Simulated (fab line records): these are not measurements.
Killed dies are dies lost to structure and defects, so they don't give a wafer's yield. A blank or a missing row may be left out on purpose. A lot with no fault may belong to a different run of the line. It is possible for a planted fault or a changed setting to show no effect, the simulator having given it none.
Chamber matching | flow n5Finfet | rieDiel-06 running N5_FIN_SAQP_SPACER1_ETCHBACK_25: 4 sister chambers
The step etches SiO2 in CHF3/O2, target depth 24.4 nm, time 12.2 s. 16 wafers are shown with their chamber, then 8 later ones without.

== WAFERS, EACH WITH ITS CHAMBER ==
wafer  | chamber | rfVppV (V) | showerheadPlenumPTorr (Torr) | drypumpMotorCurrentA (A)
L074.2 | 1       | 546        | 2.42                         | 5.4
L074.3 | 3       | 516        | 2.32                         | 5.2
L074.5 | 0       | 519        | 2.52                         | 5.8
L081.1 | 0       | 518        | 2.51                         | 5.8
L081.3 | 3       | 517        | 2.31                         | 5.2
L081.6 | 0       | 519        | 2.51                         | 5.8
L082.2 | 0       | 519        | 2.51                         | 5.8
L082.3 | 3       | 516        | 2.31                         | 5.3
L082.5 | 0       | 519        | 2.51                         | 5.8
L089.1 | 3       | 516        | 2.31                         | 5.2
L089.2 | 0       | 519        | 2.51                         | 5.8
L089.6 | 3       | 517        | 2.31                         | 5.2
L092.1 | 1       | 546        | 2.41                         | 5.5
L092.2 | 0       | 519        | 2.50                         | 5.8
L092.5 | 2       | 512        | 2.29                         | 6.3
L093.1 | 0       | 518        | 2.50                         | 5.8

SIGNATURES (averages over the wafers above)
reading               | chamber 0 | chamber 1 | chamber 2 | chamber 3 | scatter within a chamber
rfVppV                | 518.75    | 546.00    | 512.00    | 516.40    | 0.474
showerheadPlenumPTorr | 2.5088    | 2.4150    | 2.2900    | 2.3120    | 0.0059
drypumpMotorCurrentA  | 5.800     | 5.450     | 6.300     | 5.220     | 0.0329
Rule: a wafer lies at a distance from a chamber equal to the root of the sum of squares, over the readings, of (its reading less the chamber's mean, divided by the reading's scatter). The wafer belongs to the nearest chamber; if the next one is less than 2 further off, it can't be placed. How the scatter is found: for the shown wafers, subtract from each reading the mean of its chamber, square and add these, divide the total by (wafers less chambers), then take the root.

== WAFERS MISSING THEIR CHAMBER ==
wafer  | rfVppV (V) | showerheadPlenumPTorr (Torr) | drypumpMotorCurrentA (A)
L093.2 | 546        | 2.41                         | 5.4
L093.5 | 514        | 2.29                         | 6.3
L094.1 | 515        | 2.29                         | 6.2
L094.2 | 546        | 2.41                         | 5.5
L094.4 | 516        | 2.31                         | 5.2
L096.2 | 515        | 2.30                         | 5.2
L096.5 | 545        | 2.40                         | 5.4
L096.6 | 512        | 2.29                         | 6.3

== WHICH CHAMBER EACH ONE RAN IN ==
wafer  | from the rows above | in truth
L093.2 | 1                   | 1
L093.5 | 2                   | 2
L094.1 | 2                   | 2
L094.2 | 1                   | 1
L094.4 | 3                   | 3
L096.2 | 3                   | 3
L096.5 | 1                   | 1
L096.6 | 2                   | 2
Correct placement for 8 of the 8. Left unplaced by these rows: 0. Number placed wrongly: 0.
